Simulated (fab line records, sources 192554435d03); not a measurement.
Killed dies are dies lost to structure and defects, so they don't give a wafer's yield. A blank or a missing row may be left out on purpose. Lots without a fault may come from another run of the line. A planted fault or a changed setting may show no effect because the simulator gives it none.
One fault seen from 2 desks | flow n5_finfet | each desk has only its own numbers; what lay behind them comes last

THE METROLOGY DESK
What the gauges read, lot by lot, whatever tool the lot ran on: means of the sampled wafers that have a number. A lot is out of limits, marked OUT, if its mean lies more than 4 standard deviations from the usual mean; the brackets give that distance. Of its 11 readings 7 are shown: those that lie furthest out on some lot.
Columns: A = cd_nm at N5_HKMG_FIN_CD_MEAS_49, usual 202.0 nm; B = IOFF_P at N5_BEOL_M4_RC_MEAS_101, usual 0.22 nA/um; C = ION_N at N5_BEOL_M4_RC_MEAS_101, usual 680 uA/um; D = ION_P at N5_BEOL_M4_RC_MEAS_101, usual 464 uA/um; E = SS_P at N5_BEOL_M4_RC_MEAS_101, usual 73.6 mV/dec; F = VT_N at N5_BEOL_M4_RC_MEAS_101, usual 248.9 mV; G = VT_P at N5_BEOL_M4_RC_MEAS_101, usual -251 mV
lot  | first seen here | A     | B    | C   | D   | E    | F     | G
L552 | day 4 04:07     | 202.3 | 0.23 | 687 | 464 | 73.4 | 247.8 | -249
L553 | day 4 17:21     | 201.1 | 0.24 | 676 | 468 | 73.7 | 248.2 | -246
L555 | day 5 00:40     | 201.8 | 0.20 | 681 | 461 | 73.4 | 248.5 | -253
L557 | day 5 07:03     | 202.3 | 0.23 | 691 | 466 | 74.1 | 246.3 | -249
L558 | day 5 13:14     | 201.7 | 0.20 | 676 | 459 | 73.7 | 250.7 | -253
L561 | day 6 06:10     | 202.8 | 0.21 | 681 | 467 | 73.3 | 249.9 | -251
L566 | day 7 14:08     | 202.3 | 0.17 | 674 | 456 | 73.0 | 250.0 | -256
L569 | day 8 07:53     | 202.1 | 0.21 | 677 | 464 | 73.3 | 250.7 | -250
L573 | day 9 07:56     | 203.0 | 0.23 | 680 | 464 | 73.6 | 246.8 | -250
L575 | day 9 21:26     | 202.3 | 0.26 | 686 | 469 | 73.2 | 247.1 | -244
This desk's finding: nothing out of limits on any of the 10 lots.

THE TOOL OWNER'S DESK: ald_metal-01
The tool's own readings at N5_HKMG_FIN_ALD_36 (deposits TiN, target thk 1 nm, pulse time 1 s, purge time 3 s): means of the sampled wafers that have a number, for each lot that ran on this tool. A lot is out of limits, marked OUT, if its mean lies more than 4 standard deviations from the usual mean; the brackets give that distance.
Columns: A = heater_power_w at N5_HKMG_FIN_ALD_36, usual 891 W; B = precursor_pulse_height_rel at N5_HKMG_FIN_ALD_36, usual 1.001
lot  | first seen here | A   | B
L552 | day 5 10:34     | 857 | 1.015
L561 | day 6 08:38     | 835 | 1.012
L566 | day 7 16:31     | 820 | 0.992
L569 | day 8 10:13     | 847 | 0.996
L573 | day 9 10:14     | 856 | 0.998
This desk's finding: nothing out of limits on any of the 5 lots.

PUT TOGETHER
The metrology desk saw nothing out of limits.
The tool owner's desk saw nothing out of limits.

WHAT THE SIMULATOR HAD PUT IN
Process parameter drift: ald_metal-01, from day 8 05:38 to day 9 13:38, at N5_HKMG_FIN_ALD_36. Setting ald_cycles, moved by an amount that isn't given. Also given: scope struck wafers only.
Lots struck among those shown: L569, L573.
